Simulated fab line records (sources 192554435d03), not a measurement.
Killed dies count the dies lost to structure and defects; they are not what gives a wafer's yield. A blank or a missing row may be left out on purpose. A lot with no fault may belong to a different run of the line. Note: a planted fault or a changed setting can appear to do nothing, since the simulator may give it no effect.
One fault through the eyes of 3 desks -- flow n5_finfet -- every desk sees just its own numbers, and what lay behind them comes last

## THE DEFECT DESK
For each lot, the counts of the inspections along the route, averaged over the sampled wafers that have a number. Marked OUT: a lot whose mean sits more than 4 standard deviations from the usual mean, which makes it out of limits; the brackets give that distance.
Columns: A = raw_defect_count at N5_SD_EPI_N_INSPECT_11, usual 2.1
lot,first seen here,A
L468,day 3 00:17,1.7
L475,day 4 19:19,2.7
L476,day 5 03:11,2.7
L477,day 5 05:34,2.3
L478,day 5 11:52,3.7
L479,day 5 18:20,0.3
L480,day 6 02:26,4.0
L481,day 6 07:48,2.3
L483,day 6 19:29,2.7
L489,day 8 05:12,0.7
L490,day 8 17:07,2.3
Finding of this desk: none of the 11 lots has anything out of limits.

## METROLOGY DESK
Lot by lot, what the gauges showed, no matter which tool ran the lot: averages of those sampled wafers that carry a number. Marked OUT: a lot whose mean sits more than 4 standard deviations from the usual mean, which makes it out of limits; the brackets give that distance. Of its 10 readings 7 are shown: those that lie furthest out on some lot.
Columns: A = DIBL_N at N5_BEOL_M4_RC_MEAS_101, usual 36.7 mV/V; B = DIBL_P at N5_BEOL_M4_RC_MEAS_101, usual 37.0 mV/V; C = IOFF_P at N5_BEOL_M4_RC_MEAS_101, usual 0.22 nA/um; D = ION_N at N5_BEOL_M4_RC_MEAS_101, usual 673 uA/um; E = ION_P at N5_BEOL_M4_RC_MEAS_101, usual 462 uA/um; F = VT_N at N5_BEOL_M4_RC_MEAS_101, usual 250 mV; G = VT_P at N5_BEOL_M4_RC_MEAS_101, usual -250 mV
lot,first seen here,A,B,C,D,E,F,G
L468,day 8 22:50,37.3,38.8,0.22,679,460,248,-251
L475,day 10 08:27,35.6,36.5,0.21,672,466,250,-248
L476,day 10 17:46,38.9,39.1,0.23,678,458,246,-252
L479,day 10 21:02,37.0,37.3,0.22,684,467,248,-250
L477,day 10 21:43,36.4,36.3,0.26,674,474,247,-243
L478,day 10 23:26,35.6,36.2,0.19,655,453,254,-252
L480,day 11 22:43,35.4,36.7,0.23,666,463,250,-248
L483,day 12 05:52,37.7,40.0,0.28,691,480,244,-245
L481,day 12 07:16,34.8,36.5,0.20,669,463,252,-252
L489,day 13 14:30,38.2,36.8,0.26,680,468,249,-248
L490,day 14 18:44,37.0,37.9,0.23,677,465,249,-252
Finding of this desk: none of the 11 lots has anything out of limits.

## FOR THE TOOL OWNER'S DESK: litho_track-04
The tool's own readings at N5_SD_EPI_P_COAT_34 (time 60 s, resist thk 350 nm): means of the sampled wafers that have a number, for each lot that ran on this tool. Marked OUT: a lot whose mean sits more than 4 standard deviations from the usual mean, which makes it out of limits; the brackets give that distance.
Columns: A = spin_speed_rpm at N5_SD_EPI_P_COAT_34, usual 1500.0 rpm
lot,first seen here,A
L475,day 4 23:53,1500.0
L476,day 5 08:30,1499.7
L477,day 5 09:36,1534.5 (+43) OUT
L479,day 5 22:40,1533.9 (+42) OUT
L480,day 6 06:44,1534.3 (+42) OUT
L490,day 8 21:12,1498.2
This desk's verdict: out of limits on L477, L479, L480, starting with L477 at day 5 09:36 (spin_speed_rpm at N5_SD_EPI_P_COAT_34). L475, L476, L490 stayed within limits.

## ALL TOGETHER
The tool owner's desk could have raised an alarm at day 5 09:36, on L477, L479, L480.
The defect desk saw nothing out of limits.
Metrology desk: nothing out of limits seen.
The defect desk has L477, L479, L480 on record, within its limits.
The metrology desk holds a record of L477, L479, L480, inside its limits.
N5_SD_EPI_P_COAT_34 was run on litho_track-04 by each of the lots named.

## WHAT THE SIMULATOR PUT IN
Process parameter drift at N5_SD_EPI_P_COAT_34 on litho_track-04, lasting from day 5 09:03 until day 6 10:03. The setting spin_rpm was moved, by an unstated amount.
Lots struck among those shown: L477, L479, L480.
How many hours passed from the start of the fault until each desk's first out-of-limits reading: the tool owner's desk, 1.
